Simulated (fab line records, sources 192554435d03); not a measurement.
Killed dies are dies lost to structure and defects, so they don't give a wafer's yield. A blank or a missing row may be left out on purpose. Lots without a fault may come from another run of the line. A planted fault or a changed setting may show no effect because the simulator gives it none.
Which tool did it? | flow n5_finfet | 10 lots, 27 wafers sampled, at 6 steps of a route of 1938

WHAT THE GAUGES READ, wafer by wafer
N5_BEOL_M4_RC_MEAS_101.
lot  | measured     | on        | DIBL_N (mV/V)  | DIBL_P (mV/V)  | IOFF_N (nA/um)    | IOFF_P (nA/um)    | ION_N (uA/um) | ION_P (uA/um) | SS_N (mV/dec)  | SS_P (mV/dec)  | VT_N (mV)         | VT_P (mV)
L483 | day 9 18:11  | prober-01 | 37.5 37.8 35.0 | 38.2 39.5 35.7 | 0.185 0.200 0.143 | 0.238 0.248 0.190 | 676 675 670   | 460 459 463   | 71.3 73.1 71.3 | 74.3 74.2 73.0 | 247.9 245.3 250.0 | -248.6 -248.1 -251.1
L484 | day 10 12:52 | prober-01 | 35.6 34.9 35.7 | 36.9 35.4 35.9 | 0.152 0.134 0.153 | 0.178 0.170 0.178 | 669 670 671   | 451 456 455   | 71.1 71.3 72.0 | 73.6 73.3 73.3 | 248.7 249.2 251.5 | -253.7 -252.4 -253.4
L485 | day 10 03:50 | prober-01 | 35.0 35.6 36.1 | 36.1 37.4 37.8 | 0.126 0.148 0.149 | 0.198 0.235 0.227 | 669 679 668   | 459 473 458   | 70.9 71.3 71.5 | 72.1 73.1 72.3 | 255.9 248.9 251.6 | -249.1 -247.1 -248.8
L488 | day 11 17:21 | prober-01 | 37.0 37.8      | 36.1 36.5      | 0.151 0.166       | 0.196 0.200       | 676 680       | 456 455       | 70.8 71.3      | 72.4 73.5      | 249.1 249.3       | -252.9 -253.1
L489 | day 13 01:34 | prober-02 | 36.7 37.7 36.1 | 37.0 37.7 34.9 | 0.177 0.182 0.156 | 0.217 0.223 0.183 | 689 677 670   | 466 459 456   | 71.6 72.3 71.0 | 74.0 73.2 73.2 | 250.4 245.9 249.7 | -248.3 -247.1 -251.6
L491 | day 13 23:12 | prober-02 | 35.9 35.2      | 36.0 35.6      | 0.138 0.128       | 0.162 0.158       | 662 668       | 451 456       | 71.5 70.8      | 73.4 72.3      | 250.9 255.3       | -255.3 -256.4
L493 | day 14 12:06 | prober-01 | 37.2 38.5      | 36.9 38.1      | 0.151 0.178       | 0.183 0.206       | 670 664       | 455 452       | 71.2 72.3      | 73.8 73.0      | 251.3 250.4       | -253.2 -249.8
L497 | day 17 07:19 | prober-01 | 35.9 34.9 35.3 | 36.9 36.0 36.3 | 0.156 0.146 0.161 | 0.221 0.203 0.217 | 670 679 665   | 460 467 463   | 70.8 71.2 71.5 | 73.5 73.0 72.8 | 250.6 247.6 248.6 | -248.0 -249.4 -246.2
L504 | day 17 17:07 | prober-01 | 35.6 36.3 36.0 | 35.2 34.7 35.2 | 0.158 0.159 0.158 | 0.210 0.200 0.205 | 682 666 675   | 464 459 458   | 72.1 72.0 71.3 | 73.3 73.4 73.0 | 248.2 249.2 249.8 | -248.4 -250.9 -249.2
L505 | day 16 04:41 | prober-02 | 37.2 38.7 37.2 | 36.6 36.8 35.6 | 0.171 0.196 0.161 | 0.241 0.250 0.223 | 678 671 674   | 467 461 464   | 72.2 72.8 71.9 | 73.7 73.2 73.3 | 251.6 246.3 247.5 | -246.2 -246.9 -249.5

WHICH TOOL RAN EACH LOT (tool, then ch and the chambers of the sampled wafers, then the start)
lot  | N5_BEOL_M1_PECVD_72             | N5_BEOL_M1_SPUTTER_88        | N5_BEOL_M1_ANNEAL_89         | N5_BEOL_M1_CMP_52             | N5_BEOL_M1_DEP_57
L483 | pecvd-01 ch 0,1, day 6 10:53    | pvd_sputter-03, day 6 18:09  | pvd_sputter-03, day 6 18:14  | cmp-02 ch 1,3, day 6 19:40    | pecvd-03 ch 0,2, day 6 20:10
L484 | pecvd-03 ch 0,1,2, day 6 15:26  | pvd_sputter-03, day 7 13:34  | pvd_sputter-03, day 7 13:38  | cmp-04 ch 0,3, day 7 14:58    | pecvd-03 ch 0,1,2, day 7 15:26
L485 | pecvd-01 ch 0,1,2, day 6 15:39  | pvd_sputter-03, day 7 16:34  | pvd_sputter-03, day 7 16:38  | cmp-01 ch 0,1,3, day 7 18:01  | pecvd-03 ch 0,1,2, day 7 18:25
L488 | pecvd-03 ch 0,1, day 7 12:47    | pvd_sputter-01, day 8 12:25  | pvd_sputter-01, day 8 12:30  | cmp-04 ch 2,3, day 8 13:55    | pecvd-03 ch 0,1, day 8 14:18
L489 | pecvd-01 ch 0,1, day 7 17:15    | pvd_sputter-03, day 8 14:32  | pvd_sputter-03, day 8 14:37  | cmp-01 ch 0,2,3, day 8 15:56  | pecvd-03 ch 0,1, day 8 16:23
L491 | pecvd-03 ch 1,2, day 8 11:35    | pvd_sputter-03, day 9 02:16  | pvd_sputter-03, day 9 02:20  | cmp-01 ch 2,3, day 9 03:44    | pecvd-03 ch 0, day 9 04:11
L493 | pecvd-03 ch 0,1, day 8 18:58    | pvd_sputter-03, day 9 06:16  | pvd_sputter-03, day 9 06:20  | cmp-04 ch 2,3, day 9 07:43    | pecvd-02 ch 1,2, day 9 08:11
L497 | pecvd-02 ch 0,1,2, day 10 00:17 | pvd_sputter-02, day 10 17:23 | pvd_sputter-02, day 10 17:28 | cmp-01 ch 0,1,2, day 10 18:53 | pecvd-02 ch 0,1,2, day 10 19:22
L504 | pecvd-03 ch 0,1,2, day 11 14:38 | pvd_sputter-02, day 12 06:06 | pvd_sputter-02, day 12 06:11 | cmp-01 ch 1,2,3, day 12 07:31 | pecvd-01 ch 0,1,2, day 12 07:58
L505 | pecvd-03 ch 0,2, day 11 20:00   | pvd_sputter-01, day 13 10:37 | pvd_sputter-01, day 13 10:42 | cmp-04 ch 2,3, day 13 12:02   | pecvd-01 ch 1,2, day 13 12:29
- N5_BEOL_M1_PECVD_72: deposits SiO2 from TEOS/O2, target thk 16 nm, time 18 s.
- N5_BEOL_M1_SPUTTER_88: material Cu, target thk 4.5 nm, time 8.29 s.
- N5_BEOL_M1_ANNEAL_89: time 240 s.
- N5_BEOL_M1_CMP_52: polishes, stops on SiOC, t overpolish 6.8 s, target thk 40 nm.
- N5_BEOL_M1_DEP_57: deposits SiCN from 3MS/NH3, target thk 8 nm, time 14 s.

WHAT THE TOOLS THEMSELVES READ (means of the sampled wafers that have a number; where no wafer has one, the mark that the record gives instead)
N5_BEOL_M1_PECVD_72.
lot  | tool     | heater_power_w (W) | showerhead_plenum_p_Torr (Torr) | throttle_valve_pct (%)
L483 | pecvd-01 | 743                | 8.81                            | 22.8
L484 | pecvd-03 | 701                | 8.74                            | 22.9
L485 | pecvd-01 | 722                | 8.80                            | 22.0
L488 | pecvd-03 | 726                | 8.74                            | 22.9
L489 | pecvd-01 | 704                | 8.83                            | 22.7
L491 | pecvd-03 | 743                | 8.71                            | 23.1
L493 | pecvd-03 | 722                | 8.72                            | 23.0
L497 | pecvd-02 | 719                | 8.76                            | 22.1
L504 | pecvd-03 | 747                | 8.74                            | 22.3
L505 | pecvd-03 | 724                | 8.77                            | 22.2

N5_BEOL_M1_SPUTTER_88.
lot  | tool           | throttle_valve_pct (%)
L483 | pvd_sputter-03 | 29.1
L484 | pvd_sputter-03 | 28.5
L485 | pvd_sputter-03 | 28.5
L488 | pvd_sputter-01 | 30.5
L489 | pvd_sputter-03 | 28.8
L491 | pvd_sputter-03 | 29.0
L493 | pvd_sputter-03 | 28.6
L497 | pvd_sputter-02 | 29.4
L504 | pvd_sputter-02 | 29.7
L505 | pvd_sputter-01 | 29.7

N5_BEOL_M1_ANNEAL_89.
lot  | tool           | heater_power_w (W)
L483 | pvd_sputter-03 | 892
L484 | pvd_sputter-03 | 837
L485 | pvd_sputter-03 | 848
L488 | pvd_sputter-01 | 750
L489 | pvd_sputter-03 | 790
L491 | pvd_sputter-03 | 910
L493 | pvd_sputter-03 | 803
L497 | pvd_sputter-02 | 815
L504 | pvd_sputter-02 | 856
L505 | pvd_sputter-01 | 794

N5_BEOL_M1_CMP_52.
lot  | tool   | barrier_field_endpoint_s (s) | clearing_platen_down_force_psi (psi) | edge_zone_pressure_frac | motor_current_A (A)
L483 | cmp-02 | 24.4                         | 1.4986                               | 0.998                   | 5.4
L484 | cmp-04 | 24.1                         | 1.4984                               | 1.007                   | 6.0
L485 | cmp-01 | 24.7                         | 1.4989                               | 0.996                   | 5.8
L488 | cmp-04 | 29.1                         | 1.5044                               | 1.000                   | 6.2
L489 | cmp-01 | 24.7                         | 1.4980                               | 0.991                   | 6.9
L491 | cmp-01 | 29.7                         | 1.4979                               | 1.002                   | 6.8
L493 | cmp-04 | 29.0                         | 1.4968                               | 1.003                   | 6.6
L497 | cmp-01 | 24.6                         | 1.5002                               | 1.000                   | 6.1
L504 | cmp-01 | 24.2                         | 1.4988                               | 1.004                   | 6.1
L505 | cmp-04 | 25.2                         | 1.5002                               | 0.997                   | 6.2

N5_BEOL_M1_DEP_57.
lot  | tool     | showerhead_plenum_p_Torr (Torr) | throttle_valve_pct (%)
L483 | pecvd-03 | 3.663                           | 9.3
L484 | pecvd-03 | 3.655                           | 9.3
L485 | pecvd-03 | 3.661                           | 9.3
L488 | pecvd-03 | 3.657                           | 9.2
L489 | pecvd-03 | 3.656                           | 9.3
L491 | pecvd-03 | 3.663                           | 9.2
L493 | pecvd-02 | 3.659                           | 8.7
L497 | pecvd-02 | 3.666                           | 9.0
L504 | pecvd-01 | 3.674                           | 9.1
L505 | pecvd-01 | 3.673                           | 8.6

THE ANSWER, worked out from the rows above alone
Rule: what is usual is taken from the lots themselves. Put in order of their means at a reading, lots are off if they are a third of the lots or fewer, leave a main group of 4 or more, and stand apart from it by a gap of 3 or more times the standard deviation of the main group's means; of several such gaps the widest counts. A main group whose means are all the same, to the digits that the tables above print for the reading, isn't used. A lot without any number at a reading at which 4 lots or more have one is off too. The other lots that the step has rows for count as sound. The gauges are gone through in route order, then the tools' own readings, and for those a lot's mean is taken as printed above. The first step at which some lot is off is used, and at that step the reading that is off furthest; a lot without a number counts as furthest.
Off: L488, L491, L493, at N5_BEOL_M1_CMP_52 (barrier_field_endpoint_s). The main group: mean 24.6 s, standard deviation 0.34.
A tool fits if, at that step or a process step before it, it ran every lot that is off, and no sound lot after the first of them. None of those tried fits.

WHAT THE SIMULATOR HAD PUT IN
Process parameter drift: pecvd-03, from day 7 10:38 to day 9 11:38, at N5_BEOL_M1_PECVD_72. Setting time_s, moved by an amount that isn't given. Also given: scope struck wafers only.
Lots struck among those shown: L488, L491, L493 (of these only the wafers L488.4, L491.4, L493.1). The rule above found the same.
